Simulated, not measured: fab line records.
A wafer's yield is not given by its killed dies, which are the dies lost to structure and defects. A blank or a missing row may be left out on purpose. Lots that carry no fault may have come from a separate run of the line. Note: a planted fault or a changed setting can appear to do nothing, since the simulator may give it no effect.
Chamber matching / flow n5Finfet / rieDiel-03 running N5_BEOL_M15_ETCH_59: 4 sister chambers
The step etches BARC in N2/H2, target depth 89 nm, overetch 26.7 nm, time 67.9 s. 4 wafers are shown with their chamber, then 11 later ones without.

== EACH WAFER AND ITS CHAMBER ==
wafer=L077.4; chamber=2; drypumpMotorCurrentA (A)=5.3
wafer=L081.6; chamber=1; drypumpMotorCurrentA (A)=5.4
wafer=L084.4; chamber=3; drypumpMotorCurrentA (A)=6.3
wafer=L086.2; chamber=0; drypumpMotorCurrentA (A)=5.1

== WAFERS WITH NO CHAMBER GIVEN ==
wafer=L086.3; drypumpMotorCurrentA (A)=5.4
wafer=L086.4; drypumpMotorCurrentA (A)=5.1
wafer=L088.1; drypumpMotorCurrentA (A)=5.4
wafer=L088.4; drypumpMotorCurrentA (A)=5.1
wafer=L088.5; drypumpMotorCurrentA (A)=5.4
wafer=L091.1; drypumpMotorCurrentA (A)=5.1
wafer=L091.2; drypumpMotorCurrentA (A)=5.4
wafer=L091.4; drypumpMotorCurrentA (A)=5.1
wafer=L094.3; drypumpMotorCurrentA (A)=5.1
wafer=L094.4; drypumpMotorCurrentA (A)=6.3
wafer=L094.6; drypumpMotorCurrentA (A)=6.4

== EACH ONE'S CHAMBER ==
wafer=L086.3; from the rows above=1; in truth=1
wafer=L086.4; from the rows above=0; in truth=0
wafer=L088.1; from the rows above=1; in truth=1
wafer=L088.4; from the rows above=0; in truth=0
wafer=L088.5; from the rows above=1; in truth=1
wafer=L091.1; from the rows above=0; in truth=0
wafer=L091.2; from the rows above=1; in truth=1
wafer=L091.4; from the rows above=0; in truth=0
wafer=L094.3; from the rows above=0; in truth=0
wafer=L094.4; from the rows above=3; in truth=3
wafer=L094.6; from the rows above=3; in truth=3
11 of 11 placed correctly. Not placeable from these rows: 0. Number placed wrongly: 0.
How it was worked out, from the rows above alone: a wafer's distance from a chamber is the root of the sum, over the readings, of the square of ((its reading less the chamber's mean) divided by the reading's scatter). The wafer belongs to the nearest chamber; if the next one is less than 2 further off, it can't be placed. For every chamber, the mean is computed from those of its wafers that are shown. The scatter (one wafer shown for each chamber): square how far every hidden wafer sits from the nearest shown wafer, average those squares and take the square root.
